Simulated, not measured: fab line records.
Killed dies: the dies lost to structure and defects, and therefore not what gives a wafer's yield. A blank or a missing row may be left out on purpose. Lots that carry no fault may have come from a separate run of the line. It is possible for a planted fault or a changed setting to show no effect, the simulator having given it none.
Matching of chambers ; flow n5-finfet ; rie-diel-01 running N5_MOL_CONTACT_COAG_ETCH_47: 4 sister chambers
The step etches SiNx in CH3F/O2, stops on W, target depth 27 nm. 8 wafers are shown with their chamber, then 9 later ones without.

== WAFERS PAIRED WITH THEIR CHAMBERS ==
wafer;chamber;drypump-motor-current-A (A);throttle-valve-pct (%)
L079.4;0;5.2;16.63
L086.6;3;6.5;16.09
L085.3;3;6.4;16.12
L085.4;2;5.8;15.90
L085.6;1;5.6;16.81
L088.1;2;5.8;15.92
L088.3;1;5.5;16.84
L088.5;0;5.2;16.12

== WAFERS WITHOUT THEIR CHAMBER ==
wafer;drypump-motor-current-A (A);throttle-valve-pct (%)
L090.1;6.4;16.13
L090.2;5.2;16.14
L090.4;5.5;16.83
L093.1;5.2;16.14
L093.3;6.4;16.13
L093.6;5.5;16.83
L096.1;5.2;16.18
L096.5;6.4;16.16
L096.6;5.2;16.15

== CHAMBER TAKEN BY EACH ==
wafer;from the rows above;in truth
L090.1;3;3
L090.2;0;0
L090.4;1;1
L093.1;0;0
L093.3;3;3
L093.6;1;1
L096.1;0;0
L096.5;3;3
L096.6;0;0
Correctly placed: 9 of 9. From these rows, 0 cannot be placed. Wrongly placed: 0.
How it was worked out, from the rows above alone: a wafer's distance from a chamber is the root of the sum, over the readings, of the square of ((its reading less the chamber's mean) divided by the reading's scatter). The wafer belongs to the nearest chamber; if the next one is less than 2 further off, it can't be placed. For every chamber, the mean is computed from those of its wafers that are shown. The scatter: the root of (the sum of the squares of (reading less its chamber's mean) over the shown wafers, divided by (wafers less chambers)).
